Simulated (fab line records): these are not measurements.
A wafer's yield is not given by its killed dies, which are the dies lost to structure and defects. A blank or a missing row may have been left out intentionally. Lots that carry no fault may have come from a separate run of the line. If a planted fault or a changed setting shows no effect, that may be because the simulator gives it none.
Matching of chambers ; flow n5_finfet ; N5_BEOL_M2_ETCH_77 on rie_diel-01: 4 sister chambers
The step etches underlayer in N2/H2, target depth 6.5 nm, time 5.2 s. 4 wafers are shown with their chamber, then 10 later ones without.

WAFERS PAIRED WITH THEIR CHAMBERS
wafer;chamber;showerhead_plenum_p_Torr (Torr)
L086.5;2;2.39
L089.2;1;2.69
L089.6;0;2.53
L092.4;3;2.48

WAFERS WHOSE CHAMBER IS MISSING
wafer;showerhead_plenum_p_Torr (Torr)
L092.6;2.68
L093.1;2.52
L093.5;2.52
L093.6;2.68
L094.2;2.52
L094.3;2.68
L094.4;2.71
L097.1;2.71
L097.2;2.48
L097.4;2.68

WHICH CHAMBER EACH ONE RAN IN
wafer;from the rows above;in truth
L092.6;1;1
L093.1;0;0
L093.5;0;0
L093.6;1;1
L094.2;0;0
L094.3;1;1
L094.4;1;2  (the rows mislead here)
L097.1;1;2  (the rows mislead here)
L097.2;3;3
L097.4;1;1
Correct placement for 8 of the 10. From these rows, 0 cannot be placed. 2 placed wrongly.
How it was worked out, from the rows above alone: a wafer's distance from a chamber is the root of the sum, over the readings, of the square of ((its reading less the chamber's mean) divided by the reading's scatter). If the next closest chamber is less than 2 further off than the closest, the wafer can't be placed; otherwise it belongs to the closest. For every chamber, the mean is computed from those of its wafers that are shown. The scatter: with one shown wafer a chamber, the root of the mean of the squares of how far each hidden wafer lies from its nearest shown one.
